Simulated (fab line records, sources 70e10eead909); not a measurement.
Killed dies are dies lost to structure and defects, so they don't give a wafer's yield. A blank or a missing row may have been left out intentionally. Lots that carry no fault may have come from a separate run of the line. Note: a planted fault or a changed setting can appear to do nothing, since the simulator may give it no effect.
Problem report, 8D (eight disciplines) form, completed by code ; flow nand_harc ; the parts of the form that need people (team, actions taken, sign-off) are left out

## 1. WHAT WENT WRONG
Wafers without a fault read 1000 nm, standard deviation 9.2; thk_nm at NHARC_A_ONON_D2_THK_MEAS_27 reads a mean of 1115 nm on 4 wafers belonging to 2 lots. Relative to the usual mean, that is a shift of +13 standard deviations.
The step: measures by ellipsometry.
First seen on wafer L725.1, day 16 13:05, on film_metro-01. Wafers with a number at this step in the record: 42, from 14 lots. The rule behind "out" and "out of limits": a value lying over 4 standard deviations away from the usual mean. All remaining wafers that have a number are taken as sound.

## 2. WHAT IT IS AND WHAT IT IS NOT
question;is;is not
which readings at this step;thk_nm;-
which lots;L724, L725;L716, L718, L723, L730, L732, L733, L734, L735, L736, L737, L738, L739
which wafers of those lots;L724.1, L724.4, L725.1, L725.3;L724.2, L725.6
read on which gauges;film_metro-01;film_metro-02
when;from day 16 13:05;"up to then (7 sound wafers); but 31 sound wafers of L723, L724, L730, L732, L733, L734, L735, L736, L737, L738, L739 came after"

## 3. WHAT RULES OUT EACH SUSPECT
Counting: any tool at a process step up to the reading remains a suspect provided it ran every lot that is out. Sound lots after the first of them don't rule it out here, since some wafers of a struck lot are sound.
- the gauge at NHARC_A_ONON_D2_THK_MEAS_27: kept. All the wafers that are out were read on film_metro-01, and no step on other tools shows them out.
- pecvd_onon-04 at NHARC_A_ONON_D2_DEP_25 (target thk 1000 nm): kept. It ran every lot that is out, first L725 (day 16 12:35).
The count leaves film_metro-01 at NHARC_A_ONON_D2_THK_MEAS_27 and pecvd_onon-04 at NHARC_A_ONON_D2_DEP_25.

## 4. THE CAUSE (what the simulator had put in)
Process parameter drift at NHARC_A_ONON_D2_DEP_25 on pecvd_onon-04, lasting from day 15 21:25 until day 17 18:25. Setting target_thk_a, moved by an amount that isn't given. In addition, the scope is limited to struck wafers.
This tool is one of the 2 suspects left after counting.

## 5. THE EFFECT CHAIN, in route order
One row per reading whose mean, taken over the struck wafers that have a number, lies over 3 standard deviations from the usual. Scope: only readings with a usual standard deviation given in the record; hours: median across lots of the time from each lot's start at the first step in this table that gives one to its start at this step; sigmas: change in usual standard deviations.
hours;step;reading;usual;on struck wafers;change;sigmas
0;NHARC_A_ONON_D2_THK_MEAS_27;thk_nm;1000 nm;1115;+115;+13

## 6. HOW IT WOULD HAVE BEEN CAUGHT EARLIER
The first out-of-limits reading at a measuring or inspecting step in this record came at day 16 13:05, 16 hours after the fault's start at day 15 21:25.
Tool readings at NHARC_A_ONON_D2_DEP_25 with a usual standard deviation given in the record: none out on any struck wafer, hence no alarm at a limit of 4 standard deviations on them.
All the lots that are out (2) had begun NHARC_A_ONON_D2_DEP_25 on pecvd_onon-04 by day 16 13:05. None of them would have been spared by holding the tool at that moment.
